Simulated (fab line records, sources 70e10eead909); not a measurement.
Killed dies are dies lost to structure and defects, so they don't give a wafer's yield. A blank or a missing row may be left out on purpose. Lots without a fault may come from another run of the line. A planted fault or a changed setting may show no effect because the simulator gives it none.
Chamber matching | flow nand_harc | NHARC_A_STAIRCASE_TRIM_196 on rie_diel-09: 4 sister chambers
The step chemistry O2, time 211.2 s. 4 wafers are shown with their chamber, then 10 later ones without.

WAFERS WITH THEIR CHAMBER
wafer  | chamber | showerhead_plenum_p_Torr (Torr)
L082.6 | 0       | 3.51
L083.5 | 2       | 3.49
L086.1 | 3       | 3.26
L086.3 | 1       | 3.78

WAFERS WITHOUT THEIR CHAMBER
wafer  | showerhead_plenum_p_Torr (Torr)
L086.4 | 3.49
L092.1 | 3.50
L092.2 | 3.80
L092.6 | 3.80
L093.2 | 3.50
L093.3 | 3.80
L093.6 | 3.77
L094.4 | 3.77
L094.5 | 3.77
L094.6 | 3.50

WHICH CHAMBER EACH WENT THROUGH
wafer  | from the rows above     | in truth
L086.4 | can't be placed: 2 or 0 | 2
L092.1 | can't be placed: 0 or 2 | 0
L092.2 | 1                       | 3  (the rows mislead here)
L092.6 | 1                       | 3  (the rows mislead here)
L093.2 | can't be placed: 0 or 2 | 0
L093.3 | 1                       | 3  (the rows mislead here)
L093.6 | 1                       | 1
L094.4 | 1                       | 1
L094.5 | 1                       | 1
L094.6 | can't be placed: 0 or 2 | 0
Placed correctly: 3 of 10. Can't be placed from these rows: 4 (the true chamber is among the candidates in 4). Placed wrongly: 3.
How it was worked out, from the rows above alone: a wafer's distance from a chamber is the root of the sum, over the readings, of the square of ((its reading less the chamber's mean) divided by the reading's scatter). The wafer belongs to the nearest chamber; if the next one is less than 2 further off, it can't be placed. A chamber's mean is the mean of its shown wafers. The scatter: with one shown wafer a chamber, the root of the mean of the squares of how far each hidden wafer lies from its nearest shown one.
